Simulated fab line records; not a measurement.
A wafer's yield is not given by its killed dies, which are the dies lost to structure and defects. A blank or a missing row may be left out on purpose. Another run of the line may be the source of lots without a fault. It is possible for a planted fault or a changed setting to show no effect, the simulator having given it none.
Split-lot trial -- flow n5 finfet -- 39 wafers read across 7 lots, on a route 1938 steps long

ABOUT THE SPLIT
At N5_BEOL_M2_ILD_DEP_00 (deposits SiOC from DEMS/O2, target thk 79 nm, time 15.3 s), the setting target thk a was moved away from the recipe's 790 angstrom on 18 of the 39 wafers read, by -35.7% to +52.3%. This setting was run at the recipe's value on the other wafers.

Between the split and the reading, the file records no step.

THE READING
M2_ILD_THK in nanometres, read at N5_BEOL_M2_THK_MEAS_01. A value of 79.2 nm with a standard deviation of 1.1 nm is what fault-free wafers of this fab line usually give.

wafer,"tool, chamber at the split","target thk a as run, angstrom",against the recipe,"M2_ILD_THK, nm",against lot-mates on the recipe
L079.1,"pecvd-04, 2",790,recipe,78.3,-
L079.2,"pecvd-04, 0",790,recipe,78.4,-
L079.3,"pecvd-04, 1",554.8,-29.8%,56.4,-22.7
L079.4,"pecvd-04, 0",554.8,-29.8%,57.1,-22.0
L079.5,"pecvd-04, 2",554.8,-29.8%,55.3,-23.8
L079.6,"pecvd-04, 1",790,recipe,80.5,-
L082.1,"pecvd-04, 2",790,recipe,77.6,-
L082.2,"pecvd-04, 0",790,recipe,79.4,-
L082.3,"pecvd-04, 1",976.5,+23.6%,98.2,+19.2
L082.4,"pecvd-04, 0",790,recipe,79.9,-
L082.5,"pecvd-04, 1",976.5,+23.6%,98.9,+19.9
L082.6,"pecvd-04, 2",976.5,+23.6%,99.8,+20.8
L083.1,"pecvd-04, 0,1",790,recipe,79.5,-
L083.2,"pecvd-04, 2",790,recipe,78.7,-
L083.3,"pecvd-04, 0,1",790,recipe,79.6,-
L083.4,"pecvd-04, 2",1203,+52.3%,121.3,+42.0
L083.5,"pecvd-04, 0",1203,+52.3%,122.1,+42.8
L083.6,"pecvd-04, 1",1203,+52.3%,124.0,+44.7
L084.1,"pecvd-01, 1",508.1,-35.7%,50.0,-28.8
L084.2,"pecvd-01, 2",790,recipe,78.9,-
L084.3,"pecvd-01, 0",508.1,-35.7%,50.3,-28.5
L084.4,"pecvd-01, 1",508.1,-35.7%,50.9,-27.9
L084.5,"pecvd-01, 0",790,recipe,78.4,-
L084.6,"pecvd-01, 2",790,recipe,79.1,-
L092.1,"pecvd-04, 1",790,recipe,77.9,-
L092.2,"pecvd-04, 2",641.3,-18.8%,62.7,-16.3
L092.3,"pecvd-04, 0",641.3,-18.8%,63.0,-16.0
L092.4,"pecvd-04, 1",790,recipe,80.2,-
L092.5,"pecvd-04, 0",790,recipe,78.9,-
L092.6,"pecvd-04, 2",641.3,-18.8%,63.7,-15.3
L096.2,"pecvd-02, 2",790,recipe,79.6,-
L096.3,"pecvd-02, 1,2",790,recipe,80.7,-
L096.6,"pecvd-02, 1,2",790,recipe,80.8,-
L097.1,"pecvd-04, 2",790,recipe,77.8,-
L097.2,"pecvd-04, 1",1095,+38.6%,107.7,+29.6
L097.3,"pecvd-04, 2",1095,+38.6%,110.1,+32.0
L097.4,"pecvd-04, 1",1095,+38.6%,108.3,+30.2
L097.5,"pecvd-04, 2",790,recipe,77.9,-
L097.6,"pecvd-04, 1",790,recipe,78.7,-
If several chambers appear in one row, that row covers several wafers at once and the file leaves open which wafer was in which chamber.

FIT RESULTS
A straight line over all 39 wafers: M2_ILD_THK changes by +0.806 nm for each +1% of target thk a; r = +1.00; the points scatter about the line by 1.2 nm.
The same after taking each lot's own level away (the mean of its wafers on the recipe; 39 wafers): +0.808 nm for each +1%; r = +1.00; scatter 0.95 nm.
That fit puts the effect of the largest move of target thk a on the reading at 42 nm.
Across the lots, their own levels run from 78.13 to 80.37 nm, a range of 2.0 times the standard deviation given above.
Hence the lot-to-lot level has little effect on the slope; both slopes agree.
Check: for one of the wafers moved furthest among these (+52.3%), held out of the fit, the line's prediction against its lot-mates is +42.5 nm. Against them it came out at +42 nm.

ADDITIONAL SPLITS CARRIED BY THESE WAFERS
Note: prior to the reading, these wafers also went through further splits. Each is held against what the fit with the lots' levels taken away leaves over:
other split on the same wafers,wafers away from the commonest value,r with M2_ILD_THK (lot level and that fit taken away)
N5_SD_EPI_N_DESCUM_14 time s,18,-0.12
N5_SDB_ALD_29 ald cycles,18,-0.22
N5_MOL_CONTACT_COAG_ETCHBACK_136 target depth a,6,-0.21
N5_BEOL_M0_SAQP_CUT_ETCH_46 target depth a,15,+0.14

THE WHOLE CHAIN: every reading that the file lists as answering this split, in the file's order
step,what it does,reading,change (the file's fit),r (the file's)
N5_BEOL_M2_ILD_DEP_00,"deposits SiOC from DEMS/O2, target thk 79 nm, time 15.3 s","SiOC_of_BEOL_M2_ILD_DEP_00.thk nm (the simulator's own value, which no gauge read)",+0.808 nm for each +1% of the setting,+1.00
N5_BEOL_M2_THK_MEAS_01,,M2_ILD_THK,+0.809 for each +1% of the setting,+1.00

FILE'S OWN FIT
M2_ILD_THK changes by +0.809 nm for each +1% of target thk a, r = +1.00.
